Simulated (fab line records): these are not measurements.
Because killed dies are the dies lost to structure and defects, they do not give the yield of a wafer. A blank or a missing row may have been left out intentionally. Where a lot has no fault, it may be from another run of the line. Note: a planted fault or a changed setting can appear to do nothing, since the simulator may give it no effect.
fab line records | flow nand_harc
record lots=5 | wafers=15 | last_day=33
route steps=1302 shown A_CONTACT@1084
lots that met no fault: taken from a fault-free run of the same line
start_h: hours from the record's first day to the start of the lot's first wafer shown | wait_h: how many hours have passed since the lot's step before this one | " the same as in the row above | L1.1+2: a single row standing in for several wafers | - either no value or no given start | * or withheld: withheld | < > ~ a bound
route shown NAME@n: names a module that has steps shown in the file, with the first one's number in the route | usual: mean/standard deviation of fault-free wafers | same: alike in all rows | chamber/n: place in a boat | sites: per-site readings | _std_site: standard deviation across them | _edge_site: outer sites' mean less inner sites' | radius_mm: how far each site lies from the wafer's centre | mask NAME#n: copy n | behind: tool/chamber where the wafer was last shaped | hold: cause of the lot's hold/its duration in hours/its outcome | device: the transistor (n, p or np) that didn't switch | end of line: the same wafers' tests at the end of the route | where a step has no rows: the recipe by itself | killed: count of dies lost to structure and defects at first sort (not the wafer's yield) | map: dies across one wafer; x = killed, . = not, _ = none there
set.NAME: the setting that was run; set.NAME@STEP: the one run at that earlier step | model.NAME: the simulator's own value behind a step, which no gauge read
a table for each step, a row for each wafer; lots at some steps of the route
services: the hour from which a tool's chamber was out of use, counted from the record's first day as start_h (under 0 if before that day), plus the number of hours and why
## steps
# step NHARC_A_CONTACT_ETCH_30
# recipe target_depth_a=726 | time_s=36.3 | cf4_flow_sccm=100 | chf3_flow_sccm=30 | ar_flow_sccm=0 | rf_w=500 | bias_w=200 | chemistry=CF4/CHF3
# usual drypump_motor_current_A=5.7/0.47 | mfc_ar_sccm=0.011/0.012 | oes_product_au=0.936/0.019 | rf_vpp_V=369.4/1.4 | showerhead_plenum_p_Torr=1.54/0.033 | throttle_valve_pct=16.802/0.009
lot.wafer | tool        | chamber | start_h | wait_h | drypump_motor_current_A | mfc_ar_sccm | oes_product_au | rf_hours_counter_h | rf_vpp_V | showerhead_plenum_p_Torr | throttle_valve_pct
L075.3    | rie_diel-12 | 3       | -       | -      | 6.5                     | 0.024       | 0.922          | 13                 | 369.2    | 1.54                     | 16.813
L075.1    | "           | 1       | "       | "      | 5.8                     | 0.001       | 0.916          | 16                 | 370.7    | 1.57                     | 16.798
L075.6    | "           | 3       | "       | "      | 6.5                     | 0.024       | 0.917          | -                  | 368.6    | 1.54                     | 16.802
L082.3    | rie_diel-06 | 3       | -       | -      | 5.9                     | 0.026       | 0.958          | 31                 | 368.3    | 1.50                     | 16.816
L082.2    | "           | 0       | "       | "      | 5.8                     | 0.028       | 0.933          | 38                 | 369.4    | 1.53                     | 16.821
L082.1    | "           | 2       | "       | "      | 5.0                     | 0.003       | 0.922          | 34                 | 368.9    | 1.57                     | 16.801
L091.1    | rie_diel-12 | 1       | -       | -      | 5.8                     | 0.001       | 0.923          | 9                  | 370.1    | 1.56                     | 16.808
L091.6    | "           | 1       | "       | "      | 5.8                     | 0.001       | 0.923          | -                  | 371.0    | 1.56                     | 16.801
L091.5    | "           | 2       | "       | "      | 5.1                     | 0.002       | 0.924          | -                  | 367.1    | 1.52                     | 16.797
L092.3    | rie_diel-12 | 0       | -       | -      | 5.5                     | 0.006       | 0.924          | 12                 | 369.9    | 1.56                     | 16.790
L092.4    | "           | 1       | "       | "      | 5.8                     | 0.001       | 0.916          | 11                 | 370.6    | 1.56                     | 16.805
L092.6    | "           | 2       | "       | "      | 5.1                     | 0.002       | 0.920          | -                  | 369.0    | 1.52                     | 16.803
L096.4    | rie_diel-06 | 1       | -       | -      | 5.7                     | 0           | 0.988          | 13                 | 370.9    | 1.59                     | 16.811
L096.2    | "           | 2       | "       | "      | 5.0                     | 0.003       | 0.990          | 22                 | 369.9    | 1.56                     | 16.794
L096.5    | "           | 1       | "       | "      | 5.8                     | 0           | 0.985          | -                  | 371.0    | 1.59                     | 16.802
# step NHARC_A_CONTACT_ETCH_31
# recipe target_depth_a=28000 | over_etch_frac=0.3 | time_s=728 | ion_energy_ev=150 | o2_flow_sccm=400 | cos_flow_sccm=20 | ar_flow_sccm=0 | rf_w=500 | bias_w=300 | chemistry=O2/COS
# usual drypump_motor_current_A=5.7/0.45 | mfc_ar_sccm=0.011/0.012 | oes_product_au=1.001/0.0071 | rf_vpp_V=313.3/1.3 | showerhead_plenum_p_Torr=3.06/0.065 | throttle_valve_pct=28.330/0.0082
lot.wafer | tool        | chamber | start_h | wait_h | drypump_motor_current_A | mfc_ar_sccm | oes_product_au | rf_hours_counter_h | rf_vpp_V | showerhead_plenum_p_Torr | throttle_valve_pct
L075.1    | rie_diel-12 | 1       | -       | -      | 5.8                     | 0.001       | 0.994          | 16                 | 314.9    | 3.12                     | 28.331
L075.3    | "           | 3       | "       | "      | 6.5                     | 0.024       | 0.997          | 13                 | 313.6    | 3.05                     | 28.315
L075.6    | "           | 1       | "       | "      | 5.8                     | 0.001       | 1.001          | -                  | 314.8    | 3.12                     | 28.323
L082.1    | rie_diel-06 | 0       | -       | -      | 5.7                     | 0.028       | 1.018          | 38                 | 314.8    | 3.04                     | 28.331
L082.3    | "           | 2       | "       | "      | 5.1                     | 0.003       | 1.001          | 34                 | 313.6    | 3.11                     | 28.324
L082.2    | "           | 3       | "       | "      | 5.9                     | 0.026       | 1.006          | 31                 | 312.9    | 2.97                     | 28.327
L091.1    | rie_diel-12 | 0       | -       | -      | 5.5                     | 0.006       | 0.998          | 10                 | 313.9    | 3.09                     | 28.325
L091.6    | "           | 2       | "       | "      | 5.0                     | 0.002       | 1.003          | -                  | 314.8    | 3.02                     | 28.335
L091.5    | "           | 3       | "       | "      | 6.5                     | 0.024       | 1.005          | -                  | 311.8    | 3.04                     | 28.340
L092.4    | rie_diel-12 | 3       | -       | -      | 6.5                     | 0.024       | 1.011          | 13                 | 313.6    | 3.03                     | 28.321
L092.3    | "           | 1       | "       | "      | 5.8                     | 0.001       | 1.005          | 11                 | 314.6    | 3.10                     | 28.338
L092.6    | "           | 2       | "       | "      | 5.1                     | 0.002       | 1.006          | -                  | 311.4    | 3.02                     | 28.323
L096.2    | rie_diel-06 | 0       | -       | -      | 5.8                     | 0.028       | 1.005          | 21                 | 312.1    | 3.02                     | 28.333
L096.4    | "           | 3       | "       | "      | 5.9                     | 0.026       | 1.003          | 22                 | 311.7    | 2.95                     | 28.342
L096.5    | "           | 1       | "       | "      | 5.8                     | 0           | 1.011          | -                  | 314.8    | 3.15                     | 28.334
# step NHARC_A_CONTACT_ETCH_134
# recipe source_w=withheld | pressure_mtorr=20 | bias_v=withheld | time_s=140 | target_depth_a=7000 | ar_flow_sccm=withheld | c4f8_flow_sccm=withheld | o2_flow_sccm=withheld | chemistry=C4F8/O2/Ar
lot.wafer | tool            | chamber | start_h | wait_h | rf_hours_counter_h
L075.1    | har_cap_etch-02 | 1       | 522.25  | -      | 93
L075.3    | "               | 1       | "       | "      | -
L075.6    | "               | 1       | "       | "      | -
L082.1    | har_cap_etch-02 | 0       | 609.10  | -      | 109
L082.2    | "               | 1       | "       | "      | 109
L082.3    | "               | 0       | "       | "      | -
L091.1    | har_cap_etch-02 | 1       | 684.31  | -      | 124
L091.5    | "               | 1       | "       | "      | -
L091.6    | "               | 0       | "       | "      | -
L092.3    | har_cap_etch-02 | 0       | 691.63  | -      | -
L092.4    | "               | 1       | "       | "      | -
L092.6    | "               | 1       | "       | "      | -
L096.2    | har_cap_etch-03 | 0       | 738.03  | -      | 81
L096.4    | "               | 0       | "       | "      | -
L096.5    | "               | 1       | "       | "      | -
# step NHARC_A_CONTACT_ETCH_135
# recipe source_w=withheld | pressure_mtorr=20 | bias_v=1200 | time_s=311 | target_depth_a=19120 | ar_flow_sccm=withheld | c4f8_flow_sccm=withheld | o2_flow_sccm=withheld | chemistry=C4F8/O2/Ar
lot.wafer | tool            | chamber | start_h | wait_h | rf_hours_counter_h
L075.1    | har_cap_etch-02 | 1       | 522.45  | 0.2    | 93
L075.3    | "               | 1       | "       | "      | -
L075.6    | "               | 1       | "       | "      | -
L082.1    | har_cap_etch-02 | 0       | 609.30  | 0.2    | 109
L082.2    | "               | 1       | "       | "      | 109
L082.3    | "               | 0       | "       | "      | -
L091.1    | har_cap_etch-02 | 1       | 684.51  | 0.2    | 124
L091.5    | "               | 1       | "       | "      | -
L091.6    | "               | 0       | "       | "      | -
L092.3    | har_cap_etch-02 | 0       | 691.86  | 0.2    | -
L092.4    | "               | 1       | "       | "      | -
L092.6    | "               | 1       | "       | "      | -
L096.2    | har_cap_etch-03 | 0       | 738.24  | 0.2    | 81
L096.4    | "               | 0       | "       | "      | -
L096.5    | "               | 1       | "       | "      | -
# step NHARC_A_CONTACT_ETCH_136
# recipe source_w=withheld | pressure_mtorr=20 | bias_v=1200 | time_s=311 | target_depth_a=19120 | ar_flow_sccm=withheld | c4f8_flow_sccm=withheld | o2_flow_sccm=withheld | chemistry=C4F8/O2/Ar
lot.wafer | tool            | chamber | start_h | wait_h | rf_hours_counter_h
L075.1    | har_cap_etch-02 | 1       | 522.72  | 0.2    | 93
L075.3    | "               | 1       | "       | "      | -
L075.6    | "               | 1       | "       | "      | -
L082.1    | har_cap_etch-02 | 0       | 609.57  | 0.2    | 109
L082.2    | "               | 1       | "       | "      | 109
L082.3    | "               | 0       | "       | "      | -
L091.1    | har_cap_etch-02 | 1       | 684.79  | 0.2    | 124
L091.5    | "               | 1       | "       | "      | -
L091.6    | "               | 0       | "       | "      | -
L092.3    | har_cap_etch-02 | 0       | 692.13  | 0.2    | -
L092.4    | "               | 1       | "       | "      | -
L092.6    | "               | 1       | "       | "      | -
L096.2    | har_cap_etch-03 | 0       | 738.51  | 0.2    | 81
L096.4    | "               | 0       | "       | "      | -
L096.5    | "               | 1       | "       | "      | -
# step NHARC_A_CONTACT_ETCH_137
# recipe source_w=withheld | pressure_mtorr=20 | bias_v=1200 | time_s=311 | target_depth_a=19120 | ar_flow_sccm=withheld | c4f8_flow_sccm=withheld | o2_flow_sccm=withheld | chemistry=C4F8/O2/Ar
lot.wafer | tool            | chamber | start_h | wait_h | rf_hours_counter_h
L075.1    | har_cap_etch-02 | 1       | 522.99  | 0.2    | 94
L075.3    | "               | 1       | "       | "      | -
L075.6    | "               | 1       | "       | "      | -
L082.1    | har_cap_etch-02 | 0       | 609.85  | 0.2    | 110
L082.2    | "               | 1       | "       | "      | 110
L082.3    | "               | 0       | "       | "      | -
L091.1    | har_cap_etch-02 | 1       | 685.06  | 0.2    | 125
L091.5    | "               | 1       | "       | "      | -
L091.6    | "               | 0       | "       | "      | -
L092.3    | har_cap_etch-02 | 0       | 692.40  | 0.2    | -
L092.4    | "               | 1       | "       | "      | -
L092.6    | "               | 1       | "       | "      | -
L096.2    | har_cap_etch-03 | 0       | 738.78  | 0.2    | 81
L096.4    | "               | 0       | "       | "      | -
L096.5    | "               | 1       | "       | "      | -
# step NHARC_A_CONTACT_ETCH_138
# recipe source_w=withheld | pressure_mtorr=20 | bias_v=1200 | time_s=311 | target_depth_a=19140 | ar_flow_sccm=withheld | c4f8_flow_sccm=withheld | o2_flow_sccm=withheld | chemistry=C4F8/O2/Ar
lot.wafer | tool            | chamber | start_h | wait_h | rf_hours_counter_h
L075.1    | har_cap_etch-02 | 1       | 523.26  | 0.2    | 94
L075.3    | "               | 1       | "       | "      | -
L075.6    | "               | 1       | "       | "      | -
L082.1    | har_cap_etch-02 | 0       | 610.12  | 0.2    | 110
L082.2    | "               | 1       | "       | "      | 110
L082.3    | "               | 0       | "       | "      | -
L091.1    | har_cap_etch-02 | 1       | 685.33  | 0.2    | 125
L091.5    | "               | 1       | "       | "      | -
L091.6    | "               | 0       | "       | "      | -
L092.3    | har_cap_etch-02 | 0       | 692.67  | 0.2    | -
L092.4    | "               | 1       | "       | "      | -
L092.6    | "               | 1       | "       | "      | -
L096.2    | har_cap_etch-03 | 0       | 739.05  | 0.2    | 81
L096.4    | "               | 0       | "       | "      | -
L096.5    | "               | 1       | "       | "      | -
# step NHARC_A_CONTACT_ETCH_139
# recipe source_w=withheld | pressure_mtorr=20 | bias_v=400 | time_s=195 | target_depth_a=8400 | ar_flow_sccm=withheld | c4f8_flow_sccm=11.5 | o2_flow_sccm=7.2 | chemistry=C4F8/O2/Ar
lot.wafer | tool            | chamber | start_h | wait_h | rf_hours_counter_h
L075.1    | har_cap_etch-02 | 1       | 523.53  | 0.2    | 94
L075.3    | "               | 1       | "       | "      | -
L075.6    | "               | 1       | "       | "      | -
L082.1    | har_cap_etch-02 | 0       | 610.39  | 0.2    | 110
L082.2    | "               | 1       | "       | "      | 110
L082.3    | "               | 0       | "       | "      | -
L091.1    | har_cap_etch-02 | 1       | 685.60  | 0.2    | 125
L091.5    | "               | 1       | "       | "      | -
L091.6    | "               | 0       | "       | "      | -
L092.3    | har_cap_etch-02 | 0       | 692.94  | 0.2    | -
L092.4    | "               | 1       | "       | "      | -
L092.6    | "               | 1       | "       | "      | -
L096.2    | har_cap_etch-03 | 0       | 739.32  | 0.2    | 82
L096.4    | "               | 0       | "       | "      | -
L096.5    | "               | 1       | "       | "      | -
# step NHARC_A_CONTACT_ETCH_92
# recipe target_depth_a=400 | over_etch_frac=0.5 | time_s=85.7 | ion_energy_ev=120 | ch3f_flow_sccm=50 | o2_flow_sccm=30 | ar_flow_sccm=200 | rf_w=500 | bias_w=100 | chemistry=CH3F/O2
# usual drypump_motor_current_A=5.7/0.48 | mfc_ar_sccm=200.0/0.57 | oes_product_au=0.95/0.031 | rf_vpp_V=243.6/1 | showerhead_plenum_p_Torr=2.41/0.047 | throttle_valve_pct=20.662/0.0092
lot.wafer | tool        | chamber | start_h | wait_h | drypump_motor_current_A | mfc_ar_sccm | oes_product_au | rf_hours_counter_h | rf_vpp_V | showerhead_plenum_p_Torr | throttle_valve_pct
L075.1    | rie_diel-12 | 2       | 524.11  | 0.5    | 5.1                     | 200.0       | 0.93           | 14                 | 242.7    | 2.39                     | 20.659
L075.3    | "           | 0       | "       | "      | 5.5                     | 199.9       | 0.93           | 15                 | 241.9    | 2.44                     | 20.678
L075.6    | "           | 1       | "       | "      | 5.8                     | 199.2       | 0.91           | -                  | 243.7    | 2.45                     | 20.674
L082.1    | rie_diel-06 | 2       | 610.95  | 0.5    | 5.0                     | 199.1       | 0.93           | 35                 | 243.0    | 2.45                     | 20.669
L082.2    | "           | 0       | "       | "      | 5.8                     | 200.3       | 0.92           | 39                 | 243.6    | 2.39                     | 20.651
L082.3    | "           | 1       | "       | "      | 5.8                     | 200.3       | 0.93           | 40                 | 243.9    | 2.50                     | 20.649
L091.1    | rie_diel-09 | 2       | 686.21  | 0.6    | 5.8                     | 200.3       | 0.99           | 0                  | 244.7    | 2.43                     | 20.652
L091.5    | "           | 3       | "       | "      | 5.8                     | 198.6       | 0.98           | -                  | 245.4    | 2.47                     | 20.661
L091.6    | "           | 0       | "       | "      | 5.7                     | 200.2       | 0.99           | -                  | 243.4    | 2.31                     | 20.672
L092.3    | rie_diel-12 | 3       | 693.57  | 0.6    | 6.5                     | 200.1       | 0.92           | 14                 | 243.8    | 2.39                     | 20.676
L092.4    | "           | 0       | "       | "      | 5.4                     | 200.5       | 0.93           | 13                 | 244.9    | 2.43                     | 20.680
L092.6    | "           | 3       | "       | "      | 6.5                     | 200.7       | 0.92           | -                  | 244.0    | 2.39                     | 20.667
L096.2    | rie_diel-12 | 1       | 739.86  | 0.5    | 5.9                     | 200.9       | 0.99           | 16                 | 244.2    | 2.44                     | 20.646
L096.4    | "           | 2       | "       | "      | 5.1                     | 200.8       | 0.92           | 23                 | 242.1    | 2.37                     | 20.665
L096.5    | "           | 0       | "       | "      | 5.5                     | 199.7       | 0.93           | -                  | 243.2    | 2.43                     | 20.664
# step NHARC_A_CONTACT_ETCH_98
# recipe target_depth_a=200 | over_etch_frac=0.5 | time_s=10 | ion_energy_ev=250 | c4f6_flow_sccm=25 | o2_flow_sccm=20 | ar_flow_sccm=500 | rf_w=600 | bias_w=500 | chemistry=C4F6/O2
# usual drypump_motor_current_A=5.7/0.47 | mfc_ar_sccm=499.9/1.4 | oes_product_au=0.963/0.022 | rf_vpp_V=545.2/1.6 | showerhead_plenum_p_Torr=3.84/0.07 | throttle_valve_pct=26.904/0.0091
lot.wafer | tool        | chamber | start_h | wait_h | drypump_motor_current_A | mfc_ar_sccm | oes_product_au | rf_hours_counter_h | rf_vpp_V | showerhead_plenum_p_Torr | throttle_valve_pct
L075.3    | rie_diel-12 | 0       | -       | -      | 5.5                     | 499.2       | 0.973          | 15                 | 547.2    | 3.90                     | 26.914
L075.1    | "           | 2       | "       | "      | 5.1                     | 499.7       | 0.976          | 14                 | 545.5    | 3.82                     | 26.903
L075.6    | "           | 0       | "       | "      | 5.5                     | 497.9       | 0.968          | -                  | 546.8    | 3.90                     | 26.915
L082.3    | rie_diel-06 | 2       | -       | -      | 5.0                     | 498.7       | 0.959          | 35                 | 546.5    | 3.91                     | 26.898
L082.2    | "           | 0       | "       | "      | 5.7                     | 499.0       | 0.945          | 39                 | 543.9    | 3.82                     | 26.902
L082.1    | "           | 1       | "       | "      | 5.8                     | 497.6       | 0.937          | 40                 | 547.2    | 3.98                     | 26.907
L091.1    | rie_diel-09 | 3       | -       | -      | 5.8                     | 498.8       | 0.990          | 0                  | 548.2    | 3.95                     | 26.922
L091.6    | "           | 1       | "       | "      | 6.2                     | 499.0       | 0.991          | -                  | 543.2    | 3.71                     | 26.894
L091.5    | "           | 2       | "       | "      | 5.9                     | 499.8       | 0.984          | -                  | 545.1    | 3.88                     | 26.883
L092.3    | rie_diel-12 | 1       | -       | -      | 5.8                     | 497.2       | 0.938          | 11                 | 545.4    | 3.90                     | 26.899
L092.4    | "           | 0       | "       | "      | 5.5                     | 499.5       | 0.954          | 13                 | 547.4    | 3.88                     | 26.907
L092.6    | "           | 1       | "       | "      | 5.8                     | 501.1       | 0.935          | -                  | 546.2    | 3.90                     | 26.924
L096.4    | rie_diel-12 | 0       | -       | -      | 5.5                     | 500.7       | 0.964          | 22                 | 546.0    | 3.88                     | 26.909
L096.2    | "           | 2       | "       | "      | 5.1                     | 499.0       | 0.952          | 23                 | 545.0    | 3.79                     | 26.911
L096.5    | "           | 3       | "       | "      | 6.6                     | 500.3       | 0.956          | -                  | 544.3    | 3.81                     | 26.905
# step NHARC_A_CONTACT_CD_MEAS_15
# usual cd_nm=189.9/0.55
lot.wafer | tool      | chamber | start_h | wait_h | cd_nm
L075.1    | cd_sem-01 | -       | 524.31  | -      | 190.1
L075.3    | "         | -       | "       | "      | 190.0
L075.6    | "         | -       | "       | "      | 190.3
L082.1    | cd_sem-01 | -       | 611.16  | -      | 190.0
L082.2    | "         | -       | "       | "      | 189.2
L082.3    | "         | -       | "       | "      | 189.7
L091.1    | cd_sem-01 | -       | 686.38  | -      | 189.9
L091.5    | "         | -       | "       | "      | 189.5
L091.6    | "         | -       | "       | "      | 190.0
L092.3    | cd_sem-02 | -       | 693.79  | -      | 190.2
L092.4    | "         | -       | "       | "      | 190.2
L092.6    | "         | -       | "       | "      | 190.0
L096.2    | cd_sem-01 | -       | 740.17  | -      | 189.0
L096.4    | "         | -       | "       | "      | 189.7
L096.5    | "         | -       | "       | "      | 189.6
# step NHARC_A_CONTACT_STRIP_107
# recipe n2_flow_sccm=150 | h2_flow_sccm=150 | ar_flow_sccm=0 | bias_w=0 | chemistry=N2/H2
lot.wafer  | tool        | chamber | start_h | wait_h
L075.3+1+6 | rie_diel-12 | 3,2,0   | 524.56  | 0.2
L082.1+2+3 | rie_diel-06 | 0,2,3   | 611.24  | 0.1
L091.1+6+5 | rie_diel-12 | 0,2,3   | 686.48  | 0.1
L092.4+3+6 | rie_diel-12 | 1,3,2   | 693.86  | 0.1
L096.2+4+5 | rie_diel-12 | 1,0,2   | 740.24  | 0.1
# step NHARC_A_CONTACT_STRIP_108
# recipe cf4_flow_sccm=100 | chf3_flow_sccm=30 | ar_flow_sccm=0 | bias_w=0 | chemistry=CF4/CHF3
lot.wafer  | tool        | chamber | start_h | wait_h
L075.3+1+6 | rie_diel-12 | 2,0,1   | 524.66  | 0.1
L082.1+2+3 | rie_diel-06 | 2,3,0   | 611.33  | 0.1
L091.1+5+6 | rie_diel-12 | 1,3,0   | 686.56  | 0.1
L092.3+4+6 | rie_diel-12 | 3,0,2   | 693.96  | 0.1
L096.2+4+5 | rie_diel-12 | 0,1,0   | 740.34  | 0.1
# step NHARC_A_CONTACT_STRIP_109
# recipe o2_flow_sccm=400 | cos_flow_sccm=20 | ar_flow_sccm=0 | bias_w=0 | chemistry=O2/COS
lot.wafer  | tool        | chamber | start_h | wait_h
L075.1+3+6 | rie_diel-12 | 3,1,3   | 524.72  | 0.1
L082.3+2+1 | rie_diel-06 | 1,2,0   | 611.44  | 0.1
L091.1+5+6 | rie_diel-12 | 3,0,1   | 686.62  | 0.1
L092.3+4+6 | rie_diel-12 | 2,3,1   | 694.03  | 0.1
L096.2+4+5 | rie_diel-12 | 1,3,1   | 740.40  | 0.1
# step NHARC_A_CONTACT_ETCH_110
# recipe target_depth_a=600 | overetch_a=60 | time_s=33 | ion_energy_ev=100 | cf4_flow_sccm=80 | o2_flow_sccm=20 | ar_flow_sccm=0 | rf_w=300 | bias_w=100 | chemistry=CF4/O2
# usual drypump_motor_current_A=5.7/0.46 | mfc_ar_sccm=0.011/0.011 | oes_product_au=0.999/0.0078 | rf_vpp_V=197.1/1 | showerhead_plenum_p_Torr=1.307/0.027 | throttle_valve_pct=13.397/0.0096
lot.wafer | tool        | chamber | start_h | wait_h | drypump_motor_current_A | mfc_ar_sccm | oes_product_au | rf_hours_counter_h | rf_vpp_V | showerhead_plenum_p_Torr | throttle_valve_pct
L075.1    | rie_diel-12 | 1       | 524.83  | 0.1    | 5.8                     | 0.001       | 1.004          | 16                 | 197.0    | 1.332                    | 13.396
L075.3    | "           | 3       | "       | "      | 6.5                     | 0.024       | 0.996          | 13                 | 197.7    | 1.303                    | 13.399
L075.6    | "           | 1       | "       | "      | 5.8                     | 0.001       | 0.994          | -                  | 198.4    | 1.332                    | 13.407
L082.1    | rie_diel-06 | 3       | 611.51  | 0.1    | 5.9                     | 0.026       | 1.006          | 32                 | 196.0    | 1.267                    | 13.402
L082.2    | "           | 0       | "       | "      | 5.7                     | 0.028       | 1.008          | 39                 | 196.6    | 1.298                    | 13.392
L082.3    | "           | 2       | "       | "      | 5.1                     | 0.003       | 0.996          | 35                 | 196.7    | 1.330                    | 13.400
L091.1    | rie_diel-12 | 2       | 686.69  | 0.1    | 5.1                     | 0.002       | 0.987          | 11                 | 195.5    | 1.290                    | 13.406
L091.6    | "           | 3       | "       | "      | 6.5                     | 0.024       | 0.995          | -                  | 196.5    | 1.296                    | 13.406
L091.5    | "           | 0       | "       | "      | 5.5                     | 0.006       | 1.001          | -                  | 197.3    | 1.320                    | 13.396
L092.4    | rie_diel-12 | 2       | 694.09  | 0.1    | 5.0                     | 0.002       | 1.000          | 13                 | 195.4    | 1.290                    | 13.404
L092.3    | "           | 3       | "       | "      | 6.5                     | 0.024       | 1.007          | 14                 | 198.2    | 1.296                    | 13.391
L092.6    | "           | 1       | "       | "      | 5.8                     | 0.001       | 0.998          | -                  | 198.1    | 1.326                    | 13.399
L096.4    | rie_diel-12 | 3       | 740.46  | 0.0    | 6.5                     | 0.024       | 0.988          | 24                 | 195.3    | 1.294                    | 13.399
L096.2    | "           | 1       | "       | "      | 5.8                     | 0.001       | 0.999          | 16                 | 197.8    | 1.325                    | 13.406
L096.5    | "           | 0       | "       | "      | 5.5                     | 0.006       | 1.008          | -                  | 197.8    | 1.319                    | 13.400
# step NHARC_A_CONTACT_STRIP_26
# recipe o2_flow_sccm=500 | ar_flow_sccm=0 | bias_w=0 | chemistry=O2
# usual drypump_motor_current_A=5.8/0.45 | mfc_ar_sccm=0.011/0.011 | oes_product_au=0.999/0.0073 | rf_vpp_V=57.6/0.78 | showerhead_plenum_p_Torr=3.46/0.068 | throttle_valve_pct=17.037/0.0082
lot.wafer | tool        | chamber | start_h | wait_h | drypump_motor_current_A | mfc_ar_sccm | oes_product_au | rf_hours_counter_h | rf_vpp_V | showerhead_plenum_p_Torr | throttle_valve_pct
L075.3    | rie_diel-12 | 0       | -       | -      | 5.5                     | 0.006       | 1.006          | 16                 | 57.7     | 3.51                     | 17.040
L075.1    | "           | 1       | "       | "      | 5.8                     | 0.001       | 1.004          | 16                 | 56.3     | 3.52                     | 17.037
L075.6    | "           | 3       | "       | "      | 6.5                     | 0.024       | 1.000          | -                  | 57.0     | 3.45                     | 17.034
L082.2    | rie_diel-06 | 3       | -       | -      | 5.9                     | 0.026       | 0.999          | 32                 | 57.4     | 3.36                     | 17.036
L082.3    | "           | 0       | "       | "      | 5.8                     | 0.028       | 1.006          | 39                 | 57.1     | 3.43                     | 17.033
L082.1    | "           | 2       | "       | "      | 5.0                     | 0.003       | 1.002          | 35                 | 58.0     | 3.51                     | 17.037
L091.1    | rie_diel-12 | 3       | -       | -      | 6.5                     | 0.024       | 0.988          | 11                 | 56.0     | 3.43                     | 17.045
L091.6    | "           | 0       | "       | "      | 5.5                     | 0.006       | 1.007          | -                  | 58.6     | 3.49                     | 17.026
L091.5    | "           | 1       | "       | "      | 5.8                     | 0.001       | 0.995          | -                  | 57.7     | 3.51                     | 17.030
L092.4    | rie_diel-12 | 3       | -       | -      | 6.5                     | 0.024       | 1.000          | 14                 | 57.4     | 3.43                     | 17.044
L092.3    | "           | 2       | "       | "      | 5.1                     | 0.002       | 1.004          | 13                 | 57.1     | 3.41                     | 17.033
L092.6    | "           | 3       | "       | "      | 6.5                     | 0.024       | 1.006          | -                  | 57.2     | 3.43                     | 17.034
L096.2    | rie_diel-12 | 0       | -       | -      | 5.5                     | 0.006       | 1.004          | 22                 | 58.8     | 3.49                     | 17.050
L096.4    | "           | 3       | "       | "      | 6.5                     | 0.024       | 0.988          | 24                 | 57.8     | 3.42                     | 17.045
L096.5    | "           | 1       | "       | "      | 5.8                     | 0.001       | 0.985          | -                  | 57.8     | 3.50                     | 17.040
# step NHARC_A_CONTACT_STRIP_27
# recipe time_s=600 | temp_c=30 | chemistry=post_etch_residue_remover
lot.wafer  | tool         | chamber | start_h | wait_h
L075.1+6+3 | wet_bench-05 | 2,3,6   | 525.23  | -
L082.1+2+3 | wet_bench-04 | 6,7,2   | 611.90  | -
L091.1+6+5 | wet_bench-05 | 5,7,0   | 687.06  | -
L092.6+3+4 | wet_bench-05 | 2,3,4   | 694.48  | -
L096.4+2+5 | wet_bench-05 | 7,1,2   | 740.86  | -
# step NHARC_A_CONTACT_ALD_18
# recipe target_thk_a=30 | pulse_time_s=1 | ald_cycles=150 | temp_c=450 | material=TiN
# usual heater_power_w=1044/110 | precursor_pulse_height_rel=1.002/0.022
lot.wafer | tool         | chamber | start_h | wait_h | heater_power_w | precursor_pulse_height_rel
L075.1    | ald_metal-04 | 0       | 525.48  | -      | 968            | 0.985
L075.3    | "            | 1       | "       | "      | 1284           | 1.022
L075.6    | "            | 1       | "       | "      | 1276           | 0.981
L082.2    | ald_metal-03 | 1       | 612.18  | -      | 943            | 1.047
L082.3    | "            | 3       | "       | "      | 1134           | 0.992
L082.1    | "            | 0       | "       | "      | 976            | 1.021
L091.1    | ald_metal-03 | 3       | 687.34  | -      | 1104           | 1.009
L091.5    | "            | 2       | "       | "      | 1158           | 1.015
L091.6    | "            | 3       | "       | "      | 1117           | 1.002
L092.4    | ald_metal-02 | 2       | 694.73  | -      | 973            | 0.999
L092.3    | "            | 3       | "       | "      | 1201           | 0.983
L092.6    | "            | 3       | "       | "      | 1170           | 1.029
L096.2    | ald_metal-03 | 2       | 741.18  | -      | 1127           | 0.993
L096.4    | "            | 3       | "       | "      | 1130           | 1.016
L096.5    | "            | 0       | "       | "      | 1004           | 1.001
## services
tool         | chamber | start_h | hours | kind
rie_diel-09  | -       | 499.32  | 9.0   | pm
rie_diel-12  | 0       | 503.50  | -     | clean
rie_diel-06  | -       | 505.03  | 0.9   | repair
wet_bench-04 | -       | 545.59  | 1.6   | repair
rie_diel-06  | 2       | 553.95  | 8.9   | repair
ald_metal-03 | 2       | 563.40  | 7.9   | repair
ald_metal-03 | 0       | 564.33  | 2.6   | repair
rie_diel-09  | 1       | 567.42  | 1.8   | repair
ald_metal-03 | -       | 568.00  | 10.0  | pm
wet_bench-04 | -       | 579.20  | 8.0   | pm
wet_bench-05 | -       | 580.46  | 1.6   | repair
rie_diel-06  | 2       | 584.26  | 14.5  | repair
rie_diel-09  | 0       | 604.31  | 6.5   | repair
ald_metal-02 | -       | 610.00  | 10.0  | pm
wet_bench-05 | -       | 612.80  | 8.0   | pm
rie_diel-12  | -       | 622.40  | 9.0   | pm
ald_metal-02 | -       | 624.70  | 1.3   | repair
ald_metal-04 | -       | 652.00  | 10.0  | pm
rie_diel-06  | -       | 661.20  | 9.0   | pm
rie_diel-09  | -       | 670.75  | 0.1   | repair
rie_diel-09  | -       | 676.32  | 9.0   | pm
ald_metal-04 | 1       | 698.06  | 3.2   | repair
rie_diel-06  | 1       | 706.04  | 23.0  | repair
rie_diel-12  | 1       | 713.59  | 23.4  | repair
## key
fault none
